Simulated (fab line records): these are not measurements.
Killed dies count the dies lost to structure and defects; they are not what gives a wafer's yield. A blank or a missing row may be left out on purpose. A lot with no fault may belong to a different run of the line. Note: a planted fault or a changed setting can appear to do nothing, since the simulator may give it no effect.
Matching of chambers + flow n5 finfet + N5_BEOL_M4_ILD_DEP_00 on pecvd-01: 3 sister chambers
The step deposits SiOC from DEMS/O2, target thk 79 nm, time 15.3 s. 6 wafers are shown with their chamber, then 10 later ones without.

## WAFERS PAIRED WITH THEIR CHAMBERS
| wafer  | chamber | throttle valve pct (%) | heater power w (W) |
|--------|---------|------------------------|--------------------|
| L082.6 | 2       | 11.5                   | 431                |
| L080.1 | 2       | 11.7                   | 381                |
| L088.1 | 0       | 11.8                   | 432                |
| L088.5 | 0       | 11.9                   | 433                |
| L090.3 | 1       | 12.6                   | 457                |
| L090.4 | 1       | 12.3                   | 482                |

## WAFERS MISSING THEIR CHAMBER
| wafer  | throttle valve pct (%) | heater power w (W) |
|--------|------------------------|--------------------|
| L090.6 | 11.6                   | 427                |
| L094.1 | 11.9                   | 434                |
| L094.2 | 12.7                   | 539                |
| L094.4 | 11.8                   | 330                |
| L093.1 | 12.8                   | 579                |
| L093.2 | 11.7                   | 395                |
| L093.4 | 12.9                   | 465                |
| L095.2 | 11.7                   | 389                |
| L095.3 | 11.7                   | 398                |
| L095.4 | 12.8                   | 596                |

## EACH ONE'S CHAMBER
| wafer  | from the rows above     | in truth |
|--------|-------------------------|----------|
| L090.6 | can't be placed: 2 or 0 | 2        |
| L094.1 | can't be placed: 0 or 2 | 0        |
| L094.2 | 1                       | 1        |
| L094.4 | can't be placed: 2 or 0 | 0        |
| L093.1 | 1                       | 1        |
| L093.2 | can't be placed: 2 or 0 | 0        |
| L093.4 | 1                       | 1        |
| L095.2 | can't be placed: 2 or 0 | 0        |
| L095.3 | can't be placed: 2 or 0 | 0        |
| L095.4 | 1                       | 1        |
Correctly placed: 4 of 10. From these rows, 6 cannot be placed; in 6 the true chamber is one of the candidates. Placed wrongly: 0.
How it was worked out, from the rows above alone: a wafer's distance from a chamber is the root of the sum, over the readings, of the square of ((its reading less the chamber's mean) divided by the reading's scatter). If the next closest chamber is less than 2 further off than the closest, the wafer can't be placed; otherwise it belongs to the closest. For every chamber, the mean is computed from those of its wafers that are shown. The scatter: take each reading less its chamber's mean, square it, sum over the shown wafers, divide by the number of wafers less the number of chambers, and take the root.
